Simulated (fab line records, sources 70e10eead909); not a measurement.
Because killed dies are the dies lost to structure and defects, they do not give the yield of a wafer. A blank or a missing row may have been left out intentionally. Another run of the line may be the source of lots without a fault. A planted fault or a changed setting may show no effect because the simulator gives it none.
Which tool did it? :: flow nandHarc :: 33 wafers from 11 lots sampled at 4 of the route's 1302 steps

WHAT THE GAUGES READ, wafer by wafer
NHARC_P_GATE_CD_MEAS_59 targets a cd of 720 nm.
lot: L863
measured: day 5 14:19
on: cdSem-01
cdNm (nm): 719.9 719.6 719.8

lot: L864
measured: day 6 06:18
on: cdSem-01
cdNm (nm): 723.0 723.9 721.8

lot: L865
measured: day 6 13:14
on: cdSem-01
cdNm (nm): 719.4 718.7 719.1

lot: L869
measured: day 8 02:51
on: cdSem-02
cdNm (nm): 720.6 722.2 721.4

lot: L871
measured: day 9 03:52
on: cdSem-03
cdNm (nm): 720.5 720.4 720.7

lot: L873
measured: day 9 19:38
on: cdSem-01
cdNm (nm): 720.7 721.5 722.1

lot: L874
measured: day 10 04:51
on: cdSem-02
cdNm (nm): 726.2 728.6 727.3

lot: L883
measured: day 14 02:06
on: cdSem-03
cdNm (nm): 721.0 719.8 720.7

lot: L884
measured: day 14 06:09
on: cdSem-01
cdNm (nm): 720.5 719.3 718.6

lot: L885
measured: day 14 22:15
on: cdSem-03
cdNm (nm): 717.6 718.9 720.1

lot: L886
measured: day 14 23:08
on: cdSem-02
cdNm (nm): 718.9 721.0 719.2

WHAT TOOL EACH LOT RAN ON (gives the tool, then ch and the chambers of the sampled wafers, and finally the start)
lot: L863
NHARC_P_GATE_ETCH_104: rieDiel-07 ch 1,2,3, day 5 00:38
NHARC_P_GATE_HM_OPEN_105: rieDiel-07 ch 1,2,3, day 5 14:10 or earlier
NHARC_P_GATE_EXPOSE_56: krfScanner-04 ch 0, day 5 14:10

lot: L864
NHARC_P_GATE_ETCH_104: rieDiel-07 ch 0,1,3, day 5 17:03
NHARC_P_GATE_HM_OPEN_105: rieDiel-07 ch 0,1,2, day 6 06:08 or earlier
NHARC_P_GATE_EXPOSE_56: krfScanner-02 ch 0, day 6 06:08

lot: L865
NHARC_P_GATE_ETCH_104: rieDiel-01 ch 0,3, day 5 23:54
NHARC_P_GATE_HM_OPEN_105: rieDiel-01 ch 2,3, day 6 13:05 or earlier
NHARC_P_GATE_EXPOSE_56: krfScanner-02 ch 0, day 6 13:05

lot: L869
NHARC_P_GATE_ETCH_104: rieDiel-07 ch 0,1,3, day 7 13:31
NHARC_P_GATE_HM_OPEN_105: rieDiel-07 ch 0,1,2, day 8 02:41 or earlier
NHARC_P_GATE_EXPOSE_56: krfScanner-04 ch 0, day 8 02:41

lot: L871
NHARC_P_GATE_ETCH_104: rieDiel-05 ch 0,2,3, day 8 14:20
NHARC_P_GATE_HM_OPEN_105: rieDiel-05 ch 0,2,3, day 9 03:43 or earlier
NHARC_P_GATE_EXPOSE_56: krfScanner-02 ch 0, day 9 03:43

lot: L873
NHARC_P_GATE_ETCH_104: rieDiel-05 ch 1,2,3, day 9 05:59
NHARC_P_GATE_HM_OPEN_105: rieDiel-05 ch 1,2,3, day 9 19:28 or earlier
NHARC_P_GATE_EXPOSE_56: krfScanner-03 ch 0, day 9 19:28

lot: L874
NHARC_P_GATE_ETCH_104: rieDiel-07 ch 0,2,3, day 9 15:14
NHARC_P_GATE_HM_OPEN_105: rieDiel-07 ch 0,2,3, day 10 04:42 or earlier
NHARC_P_GATE_EXPOSE_56: krfScanner-04 ch 0, day 10 04:42

lot: L883
NHARC_P_GATE_ETCH_104: rieDiel-01 ch 1,3, day 13 12:29
NHARC_P_GATE_HM_OPEN_105: rieDiel-01 ch 0,1,3, day 14 01:57 or earlier
NHARC_P_GATE_EXPOSE_56: krfScanner-04 ch 0, day 14 01:57

lot: L884
NHARC_P_GATE_ETCH_104: rieDiel-07 ch 0,1,2, day 13 16:41
NHARC_P_GATE_HM_OPEN_105: rieDiel-07 ch 0,1,2, day 14 06:00 or earlier
NHARC_P_GATE_EXPOSE_56: krfScanner-04 ch 0, day 14 06:00

lot: L885
NHARC_P_GATE_ETCH_104: rieDiel-05 ch 2,3, day 14 08:52
NHARC_P_GATE_HM_OPEN_105: rieDiel-05 ch 0,1, day 14 22:06 or earlier
NHARC_P_GATE_EXPOSE_56: krfScanner-04 ch 0, day 14 22:06

lot: L886
NHARC_P_GATE_ETCH_104: rieDiel-05 ch 1,2, day 14 09:38
NHARC_P_GATE_HM_OPEN_105: rieDiel-05 ch 0,2,3, day 14 22:59 or earlier
NHARC_P_GATE_EXPOSE_56: krfScanner-02 ch 0, day 14 22:59
- NHARC_P_GATE_ETCH_104: etches the open film in CF4/CHF3, target depth 60 nm.
- NHARC_P_GATE_HM_OPEN_105: chemistry O2/COS, target depth 360 nm.
- NHARC_P_GATE_EXPOSE_56: exposes mask P PSD, target cd 720 nm.

AS READ BY THE TOOLS THEMSELVES (means over the sampled wafers that have a number; for cases with no such wafer, the mark the record gives instead)
NHARC_P_GATE_ETCH_104.
lot: L863
tool: rieDiel-07
drypumpMotorCurrentA (A): 6.0
oesProductAu (a.u.): 0.922
rfVppV (V): 371.6
showerheadPlenumPTorr (Torr): 1.61
throttleValvePct (%): 16.805

lot: L864
tool: rieDiel-07
drypumpMotorCurrentA (A): 5.9
oesProductAu (a.u.): 0.966
rfVppV (V): 373.0
showerheadPlenumPTorr (Torr): 1.62
throttleValvePct (%): 16.804

lot: L865
tool: rieDiel-01
drypumpMotorCurrentA (A): 6.0
oesProductAu (a.u.): 0.916
rfVppV (V): 373.7
showerheadPlenumPTorr (Torr): 1.65
throttleValvePct (%): 16.802

lot: L869
tool: rieDiel-07
drypumpMotorCurrentA (A): 5.9
oesProductAu (a.u.): 0.968
rfVppV (V): 372.6
showerheadPlenumPTorr (Torr): 1.62
throttleValvePct (%): 16.805

lot: L871
tool: rieDiel-05
drypumpMotorCurrentA (A): 6.1
oesProductAu (a.u.): 0.936
rfVppV (V): 373.2
showerheadPlenumPTorr (Torr): 1.62
throttleValvePct (%): 16.811

lot: L873
tool: rieDiel-05
drypumpMotorCurrentA (A): 6.4
oesProductAu (a.u.): 0.969
rfVppV (V): 372.1
showerheadPlenumPTorr (Torr): 1.62
throttleValvePct (%): 16.801

lot: L874
tool: rieDiel-07
drypumpMotorCurrentA (A): 5.5
oesProductAu (a.u.): 0.920
rfVppV (V): 374.4
showerheadPlenumPTorr (Torr): 1.67
throttleValvePct (%): 16.810

lot: L883
tool: rieDiel-01
drypumpMotorCurrentA (A): 5.8
oesProductAu (a.u.): 0.966
rfVppV (V): 370.7
showerheadPlenumPTorr (Torr): 1.61
throttleValvePct (%): 16.812

lot: L884
tool: rieDiel-07
drypumpMotorCurrentA (A): 5.8
oesProductAu (a.u.): 0.971
rfVppV (V): 371.2
showerheadPlenumPTorr (Torr): 1.61
throttleValvePct (%): 16.803

lot: L885
tool: rieDiel-05
drypumpMotorCurrentA (A): 6.4
oesProductAu (a.u.): 0.933
rfVppV (V): 372.3
showerheadPlenumPTorr (Torr): 1.61
throttleValvePct (%): 16.797

lot: L886
tool: rieDiel-05
drypumpMotorCurrentA (A): 6.5
oesProductAu (a.u.): 0.986
rfVppV (V): 371.1
showerheadPlenumPTorr (Torr): 1.59
throttleValvePct (%): 16.795

NHARC_P_GATE_HM_OPEN_105.
lot: L863
tool: rieDiel-07
drypumpMotorCurrentA (A): 6.0
oesProductAu (a.u.): 1.003
rfVppV (V): 469.3
showerheadPlenumPTorr (Torr): 3.20
throttleValvePct (%): 28.329

lot: L864
tool: rieDiel-07
drypumpMotorCurrentA (A): 5.8
oesProductAu (a.u.): 0.991
rfVppV (V): 469.5
showerheadPlenumPTorr (Torr): 3.20
throttleValvePct (%): 28.329

lot: L865
tool: rieDiel-01
drypumpMotorCurrentA (A): 5.2
oesProductAu (a.u.): 0.989
rfVppV (V): 466.3
showerheadPlenumPTorr (Torr): 3.10
throttleValvePct (%): 28.317

lot: L869
tool: rieDiel-07
drypumpMotorCurrentA (A): 5.8
oesProductAu (a.u.): 0.999
rfVppV (V): 468.5
showerheadPlenumPTorr (Torr): 3.20
throttleValvePct (%): 28.324

lot: L871
tool: rieDiel-05
drypumpMotorCurrentA (A): 6.1
oesProductAu (a.u.): 1.003
rfVppV (V): 469.4
showerheadPlenumPTorr (Torr): 3.21
throttleValvePct (%): 28.332

lot: L873
tool: rieDiel-05
drypumpMotorCurrentA (A): 6.4
oesProductAu (a.u.): 0.998
rfVppV (V): 468.6
showerheadPlenumPTorr (Torr): 3.21
throttleValvePct (%): 28.335

lot: L874
tool: rieDiel-07
drypumpMotorCurrentA (A): 5.5
oesProductAu (a.u.): 1.001
rfVppV (V): 471.4
showerheadPlenumPTorr (Torr): 3.31
throttleValvePct (%): 28.337

lot: L883
tool: rieDiel-01
drypumpMotorCurrentA (A): 6.0
oesProductAu (a.u.): 1.001
rfVppV (V): 469.0
showerheadPlenumPTorr (Torr): 3.22
throttleValvePct (%): 28.340

lot: L884
tool: rieDiel-07
drypumpMotorCurrentA (A): 5.8
oesProductAu (a.u.): 0.997
rfVppV (V): 468.7
showerheadPlenumPTorr (Torr): 3.19
throttleValvePct (%): 28.336

lot: L885
tool: rieDiel-05
drypumpMotorCurrentA (A): 6.0
oesProductAu (a.u.): 1.008
rfVppV (V): 469.1
showerheadPlenumPTorr (Torr): 3.18
throttleValvePct (%): 28.326

lot: L886
tool: rieDiel-05
drypumpMotorCurrentA (A): 6.1
oesProductAu (a.u.): 1.009
rfVppV (V): 468.2
showerheadPlenumPTorr (Torr): 3.21
throttleValvePct (%): 28.332

NHARC_P_GATE_EXPOSE_56.
lot: L863
tool: krfScanner-04
exposureDoseMJCm2: 14.811

lot: L864
tool: krfScanner-02
exposureDoseMJCm2: 14.809

lot: L865
tool: krfScanner-02
exposureDoseMJCm2: 14.813

lot: L869
tool: krfScanner-04
exposureDoseMJCm2: 14.810

lot: L871
tool: krfScanner-02
exposureDoseMJCm2: 14.803

lot: L873
tool: krfScanner-03
exposureDoseMJCm2: 14.792

lot: L874
tool: krfScanner-04
exposureDoseMJCm2: 14.808

lot: L883
tool: krfScanner-04
exposureDoseMJCm2: 14.825

lot: L884
tool: krfScanner-04
exposureDoseMJCm2: 14.804

lot: L885
tool: krfScanner-04
exposureDoseMJCm2: 14.825

lot: L886
tool: krfScanner-02
exposureDoseMJCm2: 14.812

THE ANSWER, worked out from the rows above alone
Rule: the usual values come from the lots themselves. The widest of any qualifying gaps counts: lots, ordered by their means at a reading, are off when they make up no more than a third of the lots, leave a main group of 4 or more, and stand apart from it by 3 or more times the standard deviation of that group's means. A main group is skipped when, at the precision printed for the reading in the tables above, its means are all equal. A lot without any number at a reading at which 4 lots or more have one is off too. Any other lot the step has rows for is counted as sound. Order of review: gauges by route order, followed by the tools' own readings, for which a lot's mean as printed above is used. At the first step where some lot is off, the reading lying furthest off is the one used; lots without a number count as furthest.
Off: L874, at NHARC_P_GATE_CD_MEAS_59 (cdNm). Mean 720.4 nm and standard deviation 1.2 in the main group.
If a tool, at a process step before that reading, ran all the lots that are off and no sound lot after the first of them, it fits. The gauges at NHARC_P_GATE_CD_MEAS_59 aren't tried: what is off there is off at NHARC_P_GATE_ETCH_104 too, on other tools, and a gauge's error can't cause that. NHARC_P_GATE_HM_OPEN_105 gives no start for some lots, so the hours and the order of its lots are those of NHARC_P_GATE_EXPOSE_56. Not one of the candidates tried fits.

WHAT THE SIMULATOR HAD PUT IN
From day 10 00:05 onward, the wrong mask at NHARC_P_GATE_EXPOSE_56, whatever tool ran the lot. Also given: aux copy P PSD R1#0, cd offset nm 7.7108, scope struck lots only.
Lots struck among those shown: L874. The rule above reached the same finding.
